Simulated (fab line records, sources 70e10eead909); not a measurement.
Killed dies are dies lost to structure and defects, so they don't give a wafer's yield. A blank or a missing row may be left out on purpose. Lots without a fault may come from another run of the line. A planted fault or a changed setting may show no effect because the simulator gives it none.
A struck lot beside a sound one | flow nand_harc | 14 steps out of a route of 1302
Sound: wafers L995.2, L995.3, L995.6. Struck: wafers L102.4, L102.5, L102.6. The cause comes at the end.
At each step with rows: each side's tool, then ch and its chambers, then its first start. Under that, the readings that differ: sound wafers | struck wafers | difference of the means | sigmas: that difference in standard deviations of wafers without a fault.
alike: readings whose means differ by less than 2 such deviations, and words and numbers that are the same on both sides. not compared: withheld readings, readings that some wafer has no value for, bounds like >300 that may hide the same value, and numbers for which the record gives no deviation and whose values overlap.
The two part at a step that has a row with sigmas, a row that says differs or no value, or rows on one side only. Numbers that don't overlap but have no deviation are shown without sigmas and don't part them. A reading that every wafer of one side lacks parts them only if that side has two wafers or more.

first, 1 step without rows for these wafers: NHARC_P_ZERO_WELL_HARDBAKE_53 (time 80 s).
NHARC_P_ZERO_WELL_DESCUM_54: chemistry O2, time 3 s.
  sound on rie_diel-10 ch 1,3, day 4 13:41; struck on rie_diel-03 ch 1,2,3, day 7 12:06
  alike: chamber_pressure_mTorr, drypump_motor_current_A, oes_product_au, rf_vpp_V, showerhead_plenum_p_Torr, throttle_valve_pct
  not compared: rf_hours_counter_h
then, 5 steps without rows for these wafers: NHARC_P_ZERO_WELL_IMPLANT_55; NHARC_P_ZERO_WELL_IMPLANT_61; NHARC_P_ZERO_WELL_STRIP_56 (strips in SPM, time 840 s); NHARC_P_ZERO_WELL_PRECLEAN_68 (cleans in SC1, time 60 s); NHARC_P_ZERO_WELL_SRD_69.
NHARC_P_ZERO_WELL_RTA_42: time 300 s.
  sound on rtp_anneal-01 ch 0, day 4 14:52; struck on rtp_anneal-02 ch 0, day 7 13:23
  reading             | sound    | struck   | difference | sigmas
  lamp_zone_3_pct (%) | 32 32 32 | 43 42 43 | +11        | +2
  lamp_zone_4_pct (%) | 32 32 32 | 42 43 43 | +11        | +2
  alike: lamp_power_pct, lamp_zone_1_pct, wafer_temp_C_max
NHARC_P_ZERO_WELL_INSPECT_43:
  sound on defect_inspect-01, day 4 15:58; struck on defect_inspect-02, day 7 13:44
  alike: raw_defect_count
then, 3 steps without rows for these wafers: NHARC_P_STI_ETCH_26 (etches SiO2 in dHF, target depth 11 nm); NHARC_P_STI_PRECLEAN_27 (cleans in SC1); NHARC_P_STI_SRD_28.
NHARC_P_STI_OXIDE_29: material SiO2, target thk 10 nm, ox time 1362 s.
  sound on furnace-02 ch 0, day 4 20:55; struck on furnace-08, day 7 19:12
  no value came back on the struck wafers for ox_temp_c (C), ox_time_s (s), spike_tc_bottom_C (C), tube_center_temp_C (C); on the sound wafers ox_temp_c (C) reads 900.5 899.1 900.3
then, 1 step without rows for these wafers: NHARC_P_STI_HM_DEP_30 (deposits Si3N4, target thk 80 nm, time 873 s).

WHERE THEY PART
First at NHARC_P_ZERO_WELL_RTA_42; last, within this record, at NHARC_P_STI_OXIDE_29.

WHY: what the simulator had put in
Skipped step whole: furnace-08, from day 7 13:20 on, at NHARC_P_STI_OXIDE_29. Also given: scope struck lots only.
